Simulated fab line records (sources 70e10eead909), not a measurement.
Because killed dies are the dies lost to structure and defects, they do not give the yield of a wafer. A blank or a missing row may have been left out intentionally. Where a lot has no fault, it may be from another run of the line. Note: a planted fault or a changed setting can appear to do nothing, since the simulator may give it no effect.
fab line records    flow nand-harc
record: lots: 12  wafers: 36  last-day: 32
route steps=1302 shown A_ONON_D1@441 A_CHANNEL_HOLE_D1@468 END@1302
lots that met no fault: from a run of the same line without faults
start-h: the number of hours between the record's first day and the start of the first shown wafer of the lot    wait-h: time in hours since the lot's previous step    " the same as in the row above    L1.1+2: one row covering several wafers at once    - either no value or no given start    * or withheld: withheld    < > ~ a bound
route shown NAME@n: names a module that has steps shown in the file, with the first one's number in the route    usual: mean and standard deviation over wafers with no fault    same: alike in all rows    chamber/n: place in a boat    sites: per-site readings    _std_site: standard deviation of those values    _edge_site: mean of outer sites minus mean of inner sites    radius-mm: how far each site lies from the wafer's centre    mask NAME#n: copy n    behind: the tool/chamber that last shaped the wafer    hold: what put the lot on hold/how long, in hours/how the hold closed    device: the transistor (n, p or np) that didn't switch    end of line: at the end of the route, the tests of the same wafers    step lacking rows: just its recipe    killed: count of dies lost to structure and defects at first sort (not the wafer's yield)    map: the dies of a wafer, with x for killed, . for not killed, _ for no die there
set.NAME: the setting that was run; set.NAME@STEP: the one run at that earlier step    model.NAME: the simulator's own value behind a step, which no gauge read
the route's steps for a sample of lots (tables are steps, rows are wafers)
services: when a tool's chamber went out of use (start-h, in hours from the record's first day, below 0 if earlier), for how many hours, and the reason
== steps ==
step: NHARC_A_ONON_D1_THK_MEAS_24
recipe: thk-meas-gauge: ellipsometry
usual: thk-nm: 1001/11
lot.wafer  tool           chamber  start-h  wait-h  thk-nm
L592.1     film-metro-02  -        184.15   -       1017
L592.2     "              -        "        "       1018
L592.5     "              -        "        "       1017
L593.1     film-metro-02  -        198.01   -       989
L593.3     "              -        "        "       990
L593.4     "              -        "        "       990
L594.1     film-metro-01  -        198.03   -       993
L594.4     "              -        "        "       992
L594.5     "              -        "        "       991
L595.1     film-metro-01  -        228.94   -       1019
L595.2     "              -        "        "       1016
L595.5     "              -        "        "       1018
L598.1     film-metro-02  -        253.61   -       986
L598.2     "              -        "        "       985
L598.4     "              -        "        "       985
L600.2     film-metro-02  -        265.10   -       997
L600.5     "              -        "        "       994
L600.6     "              -        "        "       997
L601.1     film-metro-02  -        273.00   -       1003
L601.3     "              -        "        "       1006
L601.5     "              -        "        "       1005
L603.4     film-metro-01  -        287.01   -       996
L603.5     "              -        "        "       995
L603.6     "              -        "        "       996
L602.1     film-metro-02  -        292.17   -       1004
L602.2     "              -        "        "       1003
L602.6     "              -        "        "       1006
L605.1     film-metro-02  -        319.16   -       994
L605.3     "              -        "        "       997
L605.6     "              -        "        "       994
L611.1     film-metro-01  -        380.01   -       1012
L611.3     "              -        "        "       1009
L611.4     "              -        "        "       1010
L612.1     film-metro-01  -        380.03   -       992
L612.4     "              -        "        "       993
L612.5     "              -        "        "       991
step: NHARC_A_ONON_D1_DEP_33
recipe: target-thk-a: 2000  temp-c: 400  pressure-torr: 6.5  rf-w: 900  teos-flow-sccm: 161.4  flow-sccm: 2650  target-thk-nm: 200  gas: O2  material: SiO2
usual: heater-power-w: 535/110  throttle-valve-pct: 15.7/0.62
lot.wafer  tool      chamber  start-h  wait-h  heater-power-w  throttle-valve-pct
L592.1     pecvd-01  1        185.37   0.1     489             16.2
L592.2     "         2        "        "       620             16.6
L592.5     "         2        "        "       618             17.0
L593.3     pecvd-03  2        199.20   0.1     574             14.8
L593.1     "         0        "        "       302             15.6
L593.4     "         1        "        "       567             15.9
L594.1     pecvd-01  2        199.26   0.1     550             16.7
L594.4     "         2        "        "       562             16.6
L594.5     "         0        "        "       486             16.0
L595.1     pecvd-01  2        230.15   0.1     626             17.0
L595.2     "         1        "        "       507             16.2
L595.5     "         2        "        "       628             17.0
L598.2     pecvd-01  0        255.01   0.1     591             15.9
L598.1     "         2        "        "       613             17.0
L598.4     "         0        "        "       585             16.1
L600.2     pecvd-03  0        266.29   0.1     363             15.5
L600.5     "         0        "        "       369             15.7
L600.6     "         1        "        "       526             16.2
L601.3     pecvd-03  2        274.20   0.1     642             14.8
L601.1     "         0        "        "       394             15.7
L601.5     "         2        "        "       666             14.8
L603.6     pecvd-03  0        288.34   0.2     388             15.9
L603.4     "         1        "        "       563             16.1
L603.5     "         2        "        "       669             15.0
L602.1     pecvd-02  2        293.42   0.1     549             15.1
L602.2     "         1        "        "       603             16.6
L602.6     "         1        "        "       604             16.7
L605.1     pecvd-03  2        320.38   0.1     529             15.2
L605.3     "         2        "        "       537             15.1
L605.6     "         2        "        "       562             15.3
L611.1     pecvd-03  0        381.40   0.3     364             15.4
L611.3     "         1        "        "       482             15.7
L611.4     "         2        "        "       686             14.6
L612.1     pecvd-03  2        381.67   0.5     766             14.6
L612.5     "         1        "        "       507             15.8
L612.4     "         2        "        "       786             14.8
step: NHARC_A_CHANNEL_HOLE_D1_ETCH_34
recipe: target-depth-a: 1540  time-s: 77  cf4-flow-sccm: 100  chf3-flow-sccm: 30  ar-flow-sccm: 0  rf-w: 500  bias-w: 200  chemistry: CF4/CHF3
usual: cf4-flow-sccm: 99.98/0.3  drypump-motor-current-A: 5.7/0.51  oes-product-au: 0.951/0.024  rf-vpp-V: 370.6/2.6  run-length-s: 98.2/0.45  showerhead-plenum-p-Torr: 1.57/0.073  throttle-valve-pct: 16.803/0.0097
lot.wafer  tool         chamber  start-h  wait-h  cf4-flow-sccm  drypump-motor-current-A  oes-product-au  rf-hours-counter-h  rf-vpp-V  run-length-s  showerhead-plenum-p-Torr  throttle-valve-pct
L592.1     rie-diel-08  2        189.22   -       99.88          6.5                      0.908           16                  369.5     97.6          1.57                      16.800
L592.2     "            3        "        "       99.46          6.0                      0.918           15                  366.5     98.4          1.47                      16.810
L592.5     "            1        "        "       99.86          4.9                      0.941           -                   373.4     99.0          1.67                      16.797
L593.4     rie-diel-11  2        203.00   -       99.84          5.9                      0.967           35                  369.8     98.4          1.54                      16.795
L593.1     "            3        "        "       99.98          5.9                      0.945           34                  370.6     98.1          1.56                      16.813
L593.3     "            0        "        "       99.84          6.2                      0.947           33                  367.2     98.4          1.48                      16.815
L594.4     rie-diel-10  1        203.70   -       100.04         5.5                      0.967           37                  373.0     98.3          1.59                      16.819
L594.1     "            0        "        "       100.16         5.6                      0.968           40                  371.2     98.2          1.58                      16.802
L594.5     "            2        "        "       100.46         5.3                      0.974           -                   368.6     98.1          1.47                      16.799
L595.1     rie-diel-11  1        235.76   -       100.17         5.5                      0.939           42                  372.6     98.1          1.61                      16.790
L595.2     "            2        "        "       100.16         5.9                      0.965           44                  368.1     98.1          1.54                      16.797
L595.5     "            1        "        "       99.88          5.5                      0.942           -                   370.6     98.0          1.61                      16.801
L598.1     rie-diel-08  2        262.73   -       100.02         6.5                      0.974           4                   370.4     97.7          1.57                      16.809
L598.2     "            3        "        "       100.37         6.0                      0.915           5                   366.6     98.1          1.47                      16.810
L598.4     "            1        "        "       99.96          4.9                      0.931           5                   374.1     98.9          1.67                      16.811
L600.2     rie-diel-08  3        270.65   -       100.17         6.0                      0.922           6                   367.4     98.5          1.47                      16.800
L600.5     "            1        "        "       100.32         4.9                      0.933           -                   373.8     98.5          1.67                      16.794
L600.6     "            2        "        "       100.35         6.5                      0.919           -                   371.8     97.3          1.57                      16.798
L601.1     rie-diel-08  0        277.94   -       100.00         5.7                      0.921           4                   371.8     97.9          1.65                      16.801
L601.3     "            1        "        "       98.90          4.9                      0.934           7                   375.0     99.0          1.67                      16.797
L601.5     "            2        "        "       99.85          6.5                      0.925           -                   370.6     97.9          1.57                      16.808
L603.4     rie-diel-08  3        292.04   -       99.75          6.0                      0.974           7                   367.9     98.2          1.47                      16.793
L603.5     "            0        "        "       100.06         5.7                      0.956           -                   372.6     98.0          1.65                      16.796
L603.6     "            1        "        "       100.43         4.9                      0.969           -                   373.3     98.5          1.67                      16.797
L602.1     rie-diel-10  0        297.23   -       99.94          5.6                      0.963           16                  369.9     98.6          1.57                      16.815
L602.2     "            1        "        "       100.00         5.5                      0.972           15                  370.8     98.6          1.59                      16.821
L602.6     "            1        "        "       100.13         5.5                      0.969           -                   371.4     98.3          1.59                      16.802
L605.3     rie-diel-11  1        324.42   -       100.63         5.5                      0.958           15                  372.0     98.4          1.60                      16.793
L605.1     "            0        "        "       100.10         6.2                      0.949           16                  367.2     98.0          1.47                      16.806
L605.6     "            2        "        "       100.43         6.0                      0.958           -                   369.9     98.3          1.53                      16.800
L611.4     rie-diel-08  0        389.67   -       100.65         5.7                      0.968           0                   371.8     92.2          1.65                      16.804
L611.3     "            1        "        "       99.38          4.9                      0.982           0                   373.4     98.9          1.67                      16.795
L611.1     "            2        "        "       99.85          6.5                      0.970           0                   370.3     97.4          1.57                      16.790
L612.1     rie-diel-08  3        391.58   -       100.02         6.0                      0.977           1                   366.0     98.7          1.47                      16.796
L612.4     "            0        "        "       100.59         5.7                      0.977           1                   372.2     92.2          1.65                      16.792
L612.5     "            2        "        "       99.89          6.5                      0.989           -                   371.5     97.3          1.57                      16.796
step: NHARC_A_CHANNEL_HOLE_D1_ETCH_21
recipe: bias-v: 3000  source-w: withheld  pressure-mtorr: 20  time-s: 514.3  ar-flow-sccm: 375  c4f8-flow-sccm: 89.3  o2-flow-sccm: 35.7  temp-c: -20  target-depth-a: 16000  chemistry: C4F8/O2/Ar
usual: drypump-motor-current-A: 5.6/0.63  run-length-s: 499.3/0  showerhead-plenum-p-Torr: 3.58/0.1  throttle-valve-pct: 32.154/0.0088
same: time-s: 514.3
lot.wafer  tool         chamber  start-h  wait-h  drypump-motor-current-A  rf-hours-counter-h  run-length-s  showerhead-plenum-p-Torr  throttle-valve-pct
L592.1     har-etch-01  0        190.40   0.3     5.1                      89                  499.3         3.58                      32.171
L592.2     "            1        "        "       5.1                      89                  499.3         3.67                      32.169
L592.5     "            1        "        "       5.1                      -                   499.3         3.67                      32.156
L593.1     har-etch-01  0        204.17   0.3     5.0                      93                  499.3         3.57                      32.156
L593.3     "            0        "        "       5.0                      -                   499.3         3.57                      32.144
L593.4     "            1        "        "       5.1                      -                   499.3         3.67                      32.143
L594.1     har-etch-02  1        204.87   0.3     5.9                      309                 499.3         3.46                      32.141
L594.4     "            1        "        "       6.0                      -                   499.3         3.46                      32.154
L594.5     "            0        "        "       6.6                      -                   499.3         3.65                      32.160
L595.1     har-etch-02  0        237.09   0.3     6.6                      328                 499.3         3.64                      32.142
L595.2     "            1        "        "       5.9                      328                 499.3         3.45                      32.152
L595.5     "            0        "        "       6.6                      -                   499.3         3.64                      32.166
L598.2     har-etch-01  1        269.97   0.3     5.1                      131                 499.3         3.64                      32.168
L598.1     "            0        "        "       5.0                      131                 499.3         3.55                      32.140
L598.4     "            0        "        "       5.0                      -                   499.3         3.55                      32.165
L600.2     har-etch-02  0        273.07   0.3     6.6                      347                 499.3         3.63                      32.157
L600.6     "            1        "        "       5.9                      -                   499.3         3.44                      32.154
L600.5     "            0        "        "       6.7                      -                   499.3         3.63                      32.153
L601.1     har-etch-02  0        279.34   0.3     6.6                      351                 499.3         3.62                      32.147
L601.3     "            0        "        "       6.6                      -                   499.3         3.62                      32.152
L601.5     "            1        "        "       5.9                      -                   499.3         3.44                      32.161
L603.4     har-etch-01  0        293.41   0.3     5.0                      -                   499.3         3.55                      32.144
L603.5     "            1        "        "       5.1                      -                   499.3         3.64                      32.155
L603.6     "            0        "        "       5.0                      -                   499.3         3.55                      32.157
L602.1     har-etch-01  0        298.39   0.3     5.0                      146                 499.3         3.55                      32.162
L602.2     "            1        "        "       5.1                      146                 499.3         3.64                      32.138
L602.6     "            0        "        "       5.0                      -                   499.3         3.55                      32.153
L605.1     har-etch-01  0        325.67   0.3     5.0                      165                 499.3         3.54                      32.171
L605.3     "            1        "        "       5.1                      -                   499.3         3.63                      32.153
L605.6     "            1        "        "       5.1                      -                   499.3         3.63                      32.161
L611.1     har-etch-01  1        396.95   0.3     5.1                      211                 499.3         3.60                      32.154
L611.3     "            1        "        "       5.2                      -                   499.3         3.60                      32.156
L611.4     "            0        "        "       5.1                      -                   499.3         3.51                      32.157
L612.1     har-etch-02  0        398.83   0.3     6.6                      4                   499.3         3.93                      32.160
L612.4     "            1        "        "       5.9                      -                   499.3         3.93                      32.169
L612.5     "            1        "        "       6.0                      -                   499.3         3.93                      32.152
step: NHARC_END_SORT_01
recipe: temp-c: 25
usual: killed-at-array: 53/18  killed-at-other: 0.8/1.1  killed-at-periphery: 4.1/2.7  killed-dies: 58/18  killed-open: 3.1/1.7  killed-short: 2.7/1.7
same: gross-dies: 677
lot.wafer  tool       chamber  start-h  wait-h  killed-at-array  killed-at-other  killed-at-periphery  killed-dies  killed-open  killed-short
L611.1     prober-01  0        770.78   2.5     50               0                4                    54           0            1
L611.3     prober-01  0        772.39   3.1     65               1                6                    72           2            3
L611.4     prober-01  0        773.20   3.4     148              0                4                    152          3            1
L612.1     prober-02  0        770.83   2.5     51               3                1                    55           2            2
L612.4     prober-02  0        773.18   3.4     47               2                4                    53           5            4
L612.5     prober-02  0        773.96   3.6     45               3                3                    51           2            3
killed by level:class
L611.1 A_CHANNEL_HOLE_D2:chamber-film-flake=26 A_SLIT:chamber-film-flake=8 A_CHANNEL_HOLE_D1:chamber-film-flake=7 A_CONTACT:chamber-film-flake=3 A_WL_FILL:chamber-film-flake=3 P_M2:chamber-film-flake=2 A_CHANNEL_FILL_D1:geometric-particle:short=1 P_ZERO_WELL:chamber-film-flake=1
L612.1 A_SLIT:chamber-film-flake=34 A_CONTACT:chamber-film-flake=6 A_CHANNEL_HOLE_D1:chamber-film-flake=2 A_DECK1_JOINT:chamber-film-flake=2 THIN_TSV:chamber-film-flake=2 A_ONON_D2:geometric-particle:short=1 A_CHANNEL_FILL_D2:geometric-particle:open=1 A_CONTACT:geometric-particle:open=1
L611.3 A_CHANNEL_HOLE_D2:chamber-film-flake=30 A_CHANNEL_HOLE_D1:chamber-film-flake=19 A_SLIT:chamber-film-flake=7 A_CONTACT:chamber-film-flake=6 P_M2:chamber-film-flake=2 P_GATE:geometric-particle:open=1 P_M0:geometric-particle:open=1 A_ONON_D1:geometric-particle:short=1
L612.4 A_SLIT:chamber-film-flake=21 A_CONTACT:chamber-film-flake=9 A_DECK1_JOINT:geometric-particle:open=2 P_M2:chamber-film-flake=2 A_CHANNEL_HOLE_D1:chamber-film-flake=2 A_STAIRCASE:chamber-film-flake=2 A_CHANNEL_HOLE_D1:geometric-particle:open=1 A_CHANNEL_FILL_D1:geometric-particle:open=1
L611.4 A_CHANNEL_HOLE_D1:area-etch=88 A_CHANNEL_HOLE_D2:chamber-film-flake=23 A_CHANNEL_HOLE_D1:chamber-film-flake=17 A_CONTACT:chamber-film-flake=6 A_SLIT:chamber-film-flake=5 A_STAIRCASE:chamber-film-flake=4 P_M2:chamber-film-flake=3 A_CHANNEL_FILL_D1:geometric-particle:open=1
L612.5 A_SLIT:chamber-film-flake=30 A_CONTACT:chamber-film-flake=8 A_CHANNEL_HOLE_D1:chamber-film-flake=2 THIN_TSV:chamber-film-flake=2 P_M0:geometric-particle:open=1 A_DECK1_JOINT:geometric-particle:short=1 A_ONON_D2:geometric-particle:short=1 A_M0:geometric-particle:open=1
== services ==
tool         chamber  start-h  hours  kind
rie-diel-11  1        170.07   3.4    repair
pecvd-03     -        185.18   13.0   pm
rie-diel-08  -        191.05   9.0    pm
rie-diel-08  2        203.25   12.5   repair
rie-diel-08  0        235.14   17.7   repair
rie-diel-10  -        243.97   9.0    pm
rie-diel-11  -        258.73   9.0    pm
har-etch-01  -        262.34   0.3    repair
rie-diel-08  3        272.12   7.2    repair
rie-diel-10  -        272.89   2.5    repair
pecvd-01     1        273.97   1.9    repair
har-etch-02  -        302.92   3.0    repair
rie-diel-11  -        305.36   1.2    repair
pecvd-01     -        311.45   13.0   pm
rie-diel-11  3        315.85   8.3    repair
pecvd-03     0        318.34   22.1   repair
pecvd-03     2        330.37   6.0    repair
rie-diel-08  -        333.82   0.5    repair
rie-diel-08  2        339.63   3.4    repair
rie-diel-10  3        360.61   7.2    repair
pecvd-03     -        366.47   13.0   pm
rie-diel-08  -        368.07   9.0    pm
har-etch-02  -        377.23   17.0   pm
pecvd-01     -        381.54   2.4    repair
== key ==
first-sign: step: NHARC_A_CHANNEL_HOLE_D1_ETCH_34  reading: run-length-s  direction: down  sigmas: 13  usual: *  struck: *
more-kills-born-at: NHARC_A_CHANNEL_HOLE_D1_ETCH_34@rie-diel-08: 89
met-at NHARC_A_CHANNEL_HOLE_D1_ETCH_34
struck-lots L611,L612
struck-wafers L611.4,L612.4
tester-left-out L611,L612
not-acting-at NHARC_A_ONON_D1_THK_MEAS_24,NHARC_A_ONON_D1_DEP_33,NHARC_A_CHANNEL_HOLE_D1_ETCH_21
onset-between 292.04 389.67
fault: kind: process-parameter-drift  tool: rie-diel-08  chamber: 0  onset-h: 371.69  steps: NHARC_A_CHANNEL_HOLE_D1_ETCH_34  channel: time-s  offset: *  shape: step  end-h: 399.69  acts-in: *  stated: *
tester-left-out: of these lots the tester's yield and bins aren't shown, on N5 and GAA mostly nor the transistor test; their killed dies are dies lost to structure and defects alone, not to doping, threshold or leakage, so they don't give the yield
